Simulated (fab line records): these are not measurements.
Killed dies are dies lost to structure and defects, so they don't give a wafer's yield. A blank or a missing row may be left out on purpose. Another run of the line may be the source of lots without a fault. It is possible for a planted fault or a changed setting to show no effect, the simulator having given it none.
2 desks, one fault + flow n5-finfet + what lay behind the numbers comes last; until then each desk has only its own

== TOOL OWNER'S DESK, litho-track-04 ==
The tool's own readings at N5_FIN_CUT_COAT_29 (time 60 s, resist thk 10 nm): means of the sampled wafers that have a number, for each lot that ran on this tool. Any lot whose mean is over 4 standard deviations away from the usual mean is out of limits and marked OUT; that distance is given in the brackets.
Columns: A = chill-plate-temp-C at N5_FIN_CUT_COAT_29, usual 23.00 C; B = spin-speed-rpm at N5_FIN_CUT_COAT_29, usual 1500.0 rpm
| lot  | first seen here | A     | B                |
|------|-----------------|-------|------------------|
| L247 | day 4 15:13     | 23.11 | 1500.0           |
| L256 | day 6 17:29     | 22.81 | 1553.1 (+57) OUT |
| L260 | day 7 14:58     | 23.06 | 1554.6 (+59) OUT |
This desk's finding: out of limits on L256, L260; first on L256, day 6 17:29 (spin-speed-rpm at N5_FIN_CUT_COAT_29). L247 stayed within limits.

== FROM THE METROLOGY DESK ==
Means of the sampled wafers that have a number, per lot and without regard to the tool the lot ran on: this is what the gauges read. Any lot whose mean is over 4 standard deviations away from the usual mean is out of limits and marked OUT; that distance is given in the brackets. Readings shown: 7 of its 10, picked as those furthest out on some lot.
Columns: A = DIBL_N at N5_BEOL_M4_RC_MEAS_101, usual 36.0 mV/V; B = IOFF_N at N5_BEOL_M4_RC_MEAS_101, usual 0.15 nA/um; C = IOFF_P at N5_BEOL_M4_RC_MEAS_101, usual 0.20 nA/um; D = ION_N at N5_BEOL_M4_RC_MEAS_101, usual 670 uA/um; E = ION_P at N5_BEOL_M4_RC_MEAS_101, usual 460 uA/um; F = VT_N at N5_BEOL_M4_RC_MEAS_101, usual 250 mV; G = VT_P at N5_BEOL_M4_RC_MEAS_101, usual -251 mV
| lot  | first seen here | A    | B    | C    | D   | E   | F   | G    |
|------|-----------------|------|------|------|-----|-----|-----|------|
| L247 | day 10 15:18    | 36.6 | 0.19 | 0.24 | 681 | 463 | 247 | -246 |
| L256 | day 12 10:23    | 34.8 | 0.14 | 0.16 | 667 | 451 | 252 | -255 |
| L260 | day 13 17:06    | 38.0 | 0.20 | 0.25 | 689 | 468 | 245 | -247 |
| L261 | day 14 05:16    | 36.3 | 0.16 | 0.21 | 677 | 457 | 248 | -252 |
This desk's finding: nothing out of limits on any of the 4 lots.

== PUT TOGETHER ==
At day 6 17:29, on L256, L260, the tool owner's desk was in a position to raise an alarm.
The metrology desk saw nothing out of limits.
The metrology desk holds a record of L256, L260, inside its limits.
On litho-track-04, each named lot ran N5_FIN_CUT_COAT_29.

== WHAT THE SIMULATOR HAD PUT IN ==
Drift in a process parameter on litho-track-04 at N5_FIN_CUT_COAT_29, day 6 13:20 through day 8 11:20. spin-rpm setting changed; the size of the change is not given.
Lots struck among those shown: L256, L260.
Each desk's first reading out of limits, in hours after the fault started: the tool owner's desk, 4.
